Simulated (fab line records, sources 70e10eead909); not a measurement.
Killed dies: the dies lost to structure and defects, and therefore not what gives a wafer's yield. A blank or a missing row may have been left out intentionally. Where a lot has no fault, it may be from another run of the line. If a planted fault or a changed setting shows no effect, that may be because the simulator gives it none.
Matching of chambers / flow nand-harc / pecvd-04 running NHARC_A_STAIRCASE_DEP_301: 3 sister chambers
The step deposits SiON, target thk 30 nm. 16 wafers are shown with their chamber, then 8 later ones without.

WAFERS WITH THEIR CHAMBER
wafer=L074.3; chamber=2; heater-power-w (W)=699; rf-fwd-power-W (W)=348.3
wafer=L074.4; chamber=0; heater-power-w (W)=864; rf-fwd-power-W (W)=348.3
wafer=L074.5; chamber=1; heater-power-w (W)=695; rf-fwd-power-W (W)=347.9
wafer=L079.1; chamber=0; heater-power-w (W)=779; rf-fwd-power-W (W)=347.4
wafer=L079.4; chamber=1; heater-power-w (W)=671; rf-fwd-power-W (W)=348.1
wafer=L079.5; chamber=0; heater-power-w (W)=820; rf-fwd-power-W (W)=344.7
wafer=L080.2; chamber=1; heater-power-w (W)=673; rf-fwd-power-W (W)=349.2
wafer=L080.5; chamber=1; heater-power-w (W)=679; rf-fwd-power-W (W)=346.9
wafer=L080.6; chamber=2; heater-power-w (W)=660; rf-fwd-power-W (W)=348.5
wafer=L081.2; chamber=1; heater-power-w (W)=641; rf-fwd-power-W (W)=348.2
wafer=L081.4; chamber=0; heater-power-w (W)=838; rf-fwd-power-W (W)=347.3
wafer=L081.6; chamber=1; heater-power-w (W)=640; rf-fwd-power-W (W)=347.8
wafer=L082.1; chamber=0; heater-power-w (W)=777; rf-fwd-power-W (W)=347.1
wafer=L082.2; chamber=2; heater-power-w (W)=752; rf-fwd-power-W (W)=348.2
wafer=L082.6; chamber=0; heater-power-w (W)=771; rf-fwd-power-W (W)=348.1
wafer=L083.3; chamber=1; heater-power-w (W)=678; rf-fwd-power-W (W)=348.2

SIGNATURES (means of the wafers above)
reading=heater-power-w; chamber 0=808.17; chamber 1=668.14; chamber 2=703.67; scatter within a chamber=32.9
reading=rf-fwd-power-W; chamber 0=347.150; chamber 1=348.043; chamber 2=348.333; scatter within a chamber=0.926
Rule: a wafer lies at a distance from a chamber equal to the root of the sum of squares, over the readings, of (its reading less the chamber's mean, divided by the reading's scatter). If the next closest chamber is less than 2 further off than the closest, the wafer can't be placed; otherwise it belongs to the closest. The scatter: take each reading less its chamber's mean, square it, sum over the shown wafers, divide by the number of wafers less the number of chambers, and take the root.

WAFERS WITH NO CHAMBER GIVEN
wafer=L083.4; heater-power-w (W)=668; rf-fwd-power-W (W)=347.8
wafer=L083.5; heater-power-w (W)=699; rf-fwd-power-W (W)=347.7
wafer=L085.1; heater-power-w (W)=732; rf-fwd-power-W (W)=347.6
wafer=L085.2; heater-power-w (W)=738; rf-fwd-power-W (W)=349.1
wafer=L085.3; heater-power-w (W)=726; rf-fwd-power-W (W)=346.8
wafer=L090.1; heater-power-w (W)=700; rf-fwd-power-W (W)=349.3
wafer=L090.4; heater-power-w (W)=840; rf-fwd-power-W (W)=346.9
wafer=L090.5; heater-power-w (W)=715; rf-fwd-power-W (W)=348.4

WHICH CHAMBER EACH WENT THROUGH
wafer=L083.4; from the rows above=can't be placed: 1 or 2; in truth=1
wafer=L083.5; from the rows above=can't be placed: 2 or 1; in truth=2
wafer=L085.1; from the rows above=can't be placed: 2 or 1 or 0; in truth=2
wafer=L085.2; from the rows above=can't be placed: 2 or 1 or 0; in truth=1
wafer=L085.3; from the rows above=can't be placed: 2 or 1 or 0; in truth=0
wafer=L090.1; from the rows above=can't be placed: 2 or 1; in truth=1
wafer=L090.4; from the rows above=0; in truth=0
wafer=L090.5; from the rows above=can't be placed: 2 or 1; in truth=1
Correctly placed: 1 of 8. Unplaceable from these rows: 7, with the true chamber sitting among the candidates in 7. Number placed wrongly: 0.
